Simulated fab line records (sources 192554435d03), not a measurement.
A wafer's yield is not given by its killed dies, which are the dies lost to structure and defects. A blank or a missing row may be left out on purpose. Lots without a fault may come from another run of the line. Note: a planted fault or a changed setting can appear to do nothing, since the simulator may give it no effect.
A struck lot beside a sound one    flow n5Finfet    41 out of 1938 route steps
Sound: these wafers, L286.1, L286.2, L286.5. The struck wafers were L282.1, L282.5, L282.6. The cause is named last.
For every step that has rows: the tool of each side, followed by ch and its chambers, followed by its first start. Under that, the readings that differ: sound wafers    struck wafers    difference of the means    sigmas: that difference in standard deviations of wafers without a fault.
alike: same words and numbers on both sides, and readings whose means sit less than 2 such deviations apart. not compared: any withheld reading, any reading some wafer has no value for, any bound like >300 that may hide the same value, and any number with overlapping values for which the record gives no deviation.
The two part at a step that has a row with sigmas, a row that says differs or no value, or rows on one side only. Non-overlapping numbers with no deviation appear without sigmas and do not part them. A reading that every wafer of one side lacks parts them only if that side has two wafers or more.

first, 9 steps without rows for these wafers: N5_BEOL_M4_ANNEAL_95 (time 240 s); N5_BEOL_M4_SPUTTER_96 (material Cu, target thk 4.5 nm, time 8.29 s); N5_BEOL_M4_ECD_50 (material Cu, target thk 300 nm); N5_BEOL_M4_ANNEAL_51 (time 90 s); N5_BEOL_M4_CMP_52 (polishes, stops on SiOC, t overpolish 6.8 s, target thk 40 nm); N5_BEOL_M4_PRE_CLEAN_60 (time 15 s); N5_BEOL_M4_CO_CAP_55 (material Co, precursor CCTBA/H2, target thk 2 nm, time 102.1 s); N5_BEOL_M4_PRE_CLEAN_56 (time 15 s); N5_BEOL_M4_DEP_57 (deposits SiCN from 3MS/NH3, target thk 8 nm, time 14 s).
N5_BEOL_M4_RC_MEAS_101:
  sound on prober-01 ch 0, day 14 17:26; struck on prober-02 ch 0, day 13 09:08
  alike: DIBL_N, DIBL_P, IOFF_N, IOFF_P, ION_N, ION_P, SS_N, SS_P, VT_N, VT_P
then, 24 steps without rows for these wafers: N5_BEOL_M5_ILD_DEP_00 (deposits SiCOH lowk from DEMS/porogen, target thk 140.64 nm, time 25.9 s); N5_BEOL_M5_CURE_79 (cures SiCOH lowk, time 240 s); N5_BEOL_M5_PECVD_70 (deposits SiO2 from TEOS/O2, target thk 16 nm, time 18 s); N5_BEOL_M5_HM_DEP_02 (deposits TiN, target thk 20 nm); N5_BEOL_M5_COAT_59 (time 60 s, resist thk 60 nm); N5_BEOL_M5_COAT_60 (time 60 s, resist thk 12 nm); N5_BEOL_M5_COAT_71 (time 60 s, resist thk 5 nm); N5_BEOL_M5_COAT_05 (resist thk 30 nm); N5_BEOL_M5_EBR_07; N5_BEOL_M5_SOFTBAKE_06 (time 60 s); N5_BEOL_M5_EXPOSE_08 (exposes mask M5, target cd 28 nm); N5_BEOL_M5_PEB_09 (peb time 60 s); N5_BEOL_M5_DEVELOP_10 (develop time 30 s); N5_BEOL_M5_DESCUM_16 (chemistry O2, time 7 s); N5_BEOL_M5_ETCH_72 (etches underlayer in N2/H2, target depth 6.5 nm, time 5.2 s); N5_BEOL_M5_ETCH_61 (etches SiARC in CF4, target depth 15.6 nm, time 26 s); N5_BEOL_M5_ETCH_62 (etches SOC in N2/H2, target depth 75 nm, overetch 15 nm, time 112.5 s); N5_BEOL_M5_STRIP_63 (strips in N2/H2); N5_BEOL_M5_STRIP_73 (strips in N2/H2); N5_BEOL_M5_STRIP_64 (strips in CF4); N5_BEOL_M5_HM_OPEN_17 (chemistry Cl2/BCl3, target TiN, target depth 20 nm, overetch 6 nm); N5_BEOL_M5_STRIP_19 (strips in O2); N5_BEOL_M5_COAT_65 (time 60 s, resist thk 60 nm); N5_BEOL_M5_COAT_66 (time 60 s, resist thk 12 nm).
-- the record jumps here: 3 days lie between the struck wafers' starts before and after (it left off in module BEOL_M5 and takes up again in module BEOL_M10, whose first step shown is number 1490 of the route) --
N5_BEOL_M10_STRIP_67: strips in CF4.
  sound on rieDiel-01 ch 1,2,3, day 17 09:26; struck on rieDiel-01 ch 0,1,2, day 16 06:16
  no value came back on the struck wafers for any of 8 readings (biasPowerW (W), cf4FlowSccm (sccm) and others); on the sound wafers biasPowerW (W) reads 74.50 74.82 74.88
reading                                     sound  struck        difference  sigmas
model.SiARC_of_BEOL_M10_COAT_60.thkNm (nm)  0 0 0  23.8 23.6 23  +23.5       
  not compared: rfHoursCounterH
N5_BEOL_M10_STRIP_19: strips in O2.
  sound on rieDiel-03 ch 0,3, day 17 09:35; struck on rieDiel-01 ch 0,1, day 16 06:25
reading                                   sound  struck        difference  sigmas
model.SOC_of_BEOL_M10_COAT_59.thkNm (nm)  0 0 0  92.2 92.2 92  +92.1       
  alike: chamberPressureMTorr, drypumpMotorCurrentA, oesProductAu, rfVppV, showerheadPlenumPTorr, throttleValvePct
  not compared: rfHoursCounterH
N5_BEOL_M10_ETCH_66: etches SOC in N2/H2, target depth 120 nm, overetch 24 nm, time 180 s.
  sound on rieDiel-01 ch 1,2,3, day 17 10:46; struck on rieDiel-01 ch 2,3, day 16 13:30
reading                  sound              struck             difference  sigmas
model.etch.depthNm (nm)  100.3 99.98 100.1  132.4 143.9 132.2  +36.0       
  alike: biasW, chamberPressureMTorr, drypumpMotorCurrentA, oesProductAu, rfVppV, showerheadPlenumPTorr, throttleValvePct
  not compared: rfHoursCounterH
N5_BEOL_M10_VIA_ETCH_34: etches SiCOH lowk in C4F6/O2, target depth 184.5 nm, time 69.2 s.
  sound on rieDiel-01 ch 1,2,3, day 17 10:54; struck on rieDiel-01 ch 2,3, day 16 13:37
reading              sound           struck          difference  sigmas
oesProductAu (a.u.)  0.84 0.77 0.69  0.27 0.32 0.27  -0.48       -6
  alike: biasW, chamberPressureMTorr, drypumpMotorCurrentA, rfVppV, showerheadPlenumPTorr, throttleValvePct
  not compared: rfHoursCounterH
N5_BEOL_M10_ETCH_41: etches SiCN in CH3F/O2, target depth 42.6 nm, time 86 s.
  sound on rieDiel-01 ch 1,2,3; struck on rieDiel-01 ch 2,3
reading                                     sound  struck          difference  sigmas
model.SiARC_of_BEOL_M10_COAT_60.thkNm (nm)  0 0 0  11.8 11.4 10.8  +11.3       
  alike: biasW, chamberPressureMTorr, drypumpMotorCurrentA, oesProductAu, rfVppV, showerheadPlenumPTorr, throttleValvePct
  not compared: rfHoursCounterH
N5_BEOL_M10_OCD_MEAS_38:
  sound on ocd-02 at day 17 11:11; struck on ocd-02 at day 16 13:54
reading             sound        struck  difference                     sigmas
trenchDepthNm (nm)  148 147 143  - - -   no value on the struck wafers  
-- here the record skips 2 days between the struck wafers' starts before and after, leaving off in module BEOL_M10 and picking up in module PASSIVATION (first step shown: number 1936 of the route) --
N5_PASSIVATION_PROBE_49:
  sound on prober-01 at day 19 15:45; struck on prober-02 at day 18 21:08
reading                  sound           struck          difference  sigmas
defectLimitedYield (%)   90.6 93.2 92.5  0 0 0           -92         -58
killed_at_M4_up          14 8 9          1088 1089 1104  +1083       +99 or more
killedDies               111 80 88       1180 1180 1180  +1087       +57
killedOnRim              12 9 8          152 152 152     +142        +33
sort_bin_5_function (%)  4.9 3.5 4.7     96.2 96.8 96.7  +92.2       +92
sortNPass                1069 1100 1092  0 0 0           -1087       -54
sortYieldPct (%)         90.6 93.2 92.5  0 0 0           -92         -54
  alike: killed_at_M0_to_M3, killedAtContacts, killedAtFrontEnd, killedAtOther, killedOpen, killedShort, sort_bin_6_memory

== WHERE THEY PART ==
At N5_BEOL_M10_STRIP_67 first; at N5_PASSIVATION_PROBE_49 last (within this record only).

WHY: whatever the simulator had introduced
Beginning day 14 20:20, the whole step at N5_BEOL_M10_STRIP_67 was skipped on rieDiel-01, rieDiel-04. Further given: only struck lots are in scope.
